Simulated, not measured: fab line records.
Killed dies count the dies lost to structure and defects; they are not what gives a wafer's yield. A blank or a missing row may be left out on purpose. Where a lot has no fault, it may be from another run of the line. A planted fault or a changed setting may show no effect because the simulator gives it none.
A struck lot beside a sound one :: flow nand harc :: 15 out of 1302 route steps
Sound: wafers L912.2, L912.4, L912.6. Wafers L927.4, L927.5, L927.6 were the ones struck. At the end, the cause is stated.
At each step with rows: each side's tool, then ch and its chambers, then its first start. Under that, the readings that differ: sound wafers :: struck wafers :: difference of the means :: sigmas: that difference in standard deviations of wafers without a fault.
alike: a reading whose means differ by less than 2 such deviations, as well as words and numbers matching on both sides. not compared: withheld readings; readings where some wafer has no value; bounds like >300 that might hide an equal value; numbers whose values overlap and for which the record gives no deviation.
A row with sigmas, a row that says differs or no value, or rows on one side alone: a step with any of these is where the two part. Non-overlapping numbers with no deviation appear without sigmas and do not part them. Lack of a reading on every wafer of one side parts them only where that side has two or more wafers.

first, 4 steps without rows for these wafers: NHARC_A_CONTACT_EBR_04; NHARC_A_CONTACT_EXPOSE_05 (exposes mask A CC); NHARC_A_CONTACT_PEB_06 (peb time 65 s); NHARC_A_CONTACT_DEVELOP_07 (develop time 35 s).
NHARC_A_CONTACT_CD_MEAS_08: the cd target is 200 nm.
  sound on cd sem-01 ch 0, day 23 15:02; struck on cd sem-03 ch 0, day 30 00:05
  alike: cd nm
NHARC_A_CONTACT_OVL_MEAS_09:
  sound on overlay-01 at day 23 15:07; struck on overlay-01 at day 30 00:10
  alike: overlay x nm, overlay y nm
NHARC_A_CONTACT_INSPECT_10:
  sound on defect inspect-02 at day 23 15:09; struck on defect inspect-01 at day 30 00:13
  alike: raw defect count
NHARC_A_CONTACT_DESCUM_13: chemistry O2, time 3 s.
  sound on rie diel-05 ch 1,2, day 23 15:13; struck on rie diel-05 ch 2,3, day 30 00:17
  alike: drypump motor current A, oes product au, rf vpp V, showerhead plenum p Torr, throttle valve pct
  not compared: rf hours counter h
NHARC_A_CONTACT_ETCH_88: etches the open film in CF4, target depth 39 nm, time 65 s.
  sound on rie diel-05 ch 0,2,3, day 23 15:18; struck on rie diel-05 ch 1,2, day 30 00:21
reading: oes product au (a.u.)
sound: 0.993 0.978 0.987
struck: 1.002 1.013 1.008
difference: +0.022
sigmas: +2
  alike: bias w, cf4 flow sccm, drypump motor current A, rf vpp V, showerhead plenum p Torr, throttle valve pct
  not compared: rf hours counter h
NHARC_A_CONTACT_ETCH_89: etches the open film in N2/H2, target depth 260 nm, time 475.3 s.
  sound on rie diel-05 ch 2,3; struck on rie diel-05 ch 0,1
  alike: bias w, chamber pressure mTorr, drypump motor current A, oes product au, rf vpp V, showerhead plenum p Torr, throttle valve pct
  not compared: rf hours counter h
NHARC_A_CONTACT_ETCH_30: etches the open film in CF4/CHF3, target depth 72.6 nm, time 36.3 s.
  sound on rie diel-05 ch 2,3; struck on rie diel-05 ch 0,2,3
  alike: bias w, cf4 flow sccm, drypump motor current A, oes product au, rf vpp V, showerhead plenum p Torr, throttle valve pct
  not compared: rf hours counter h
then, 1 step without rows for these wafers: NHARC_A_CONTACT_ETCH_31 (etches the open film in O2/COS, target depth 2800 nm, time 728 s).
NHARC_A_CONTACT_ETCH_134: etches the open film in C4F8/O2/Ar, time 140 s, target depth 700 nm.
  sound on har cap etch-01 ch 0,1, day 23 16:24; struck on har cap etch-02 ch 0,1, day 30 01:38
  no value came back on the struck wafers for chamber pressure mTorr (mTorr), oes air line au (a.u.); on the sound wafers chamber pressure mTorr (mTorr) reads 20.010 20.015 19.984
  not compared: rf hours counter h
NHARC_A_CONTACT_ETCH_135: etches the open film in C4F8/O2/Ar, time 311 s, target depth 1912 nm.
  sound on har cap etch-01 ch 0,1, day 23 16:37; struck on har cap etch-02 ch 0,1, day 30 01:52
  alike: chamber pressure mTorr, oes air line au
  not compared: rf hours counter h
-- record jumps: 2 days between struck wafers' starts before vs after; left off in module A_CONTACT, resumes in module END, first step shown is number 1302 of the route --
NHARC_END_SORT_01:
  here the record holds rows for the struck wafers (prober-02 ch 0, day 32 03:39) but none for the sound ones

== WHERE THEY PART ==
At NHARC_A_CONTACT_ETCH_88 first; at NHARC_END_SORT_01 last (within this record only).

WHY: what had been put in by the simulator
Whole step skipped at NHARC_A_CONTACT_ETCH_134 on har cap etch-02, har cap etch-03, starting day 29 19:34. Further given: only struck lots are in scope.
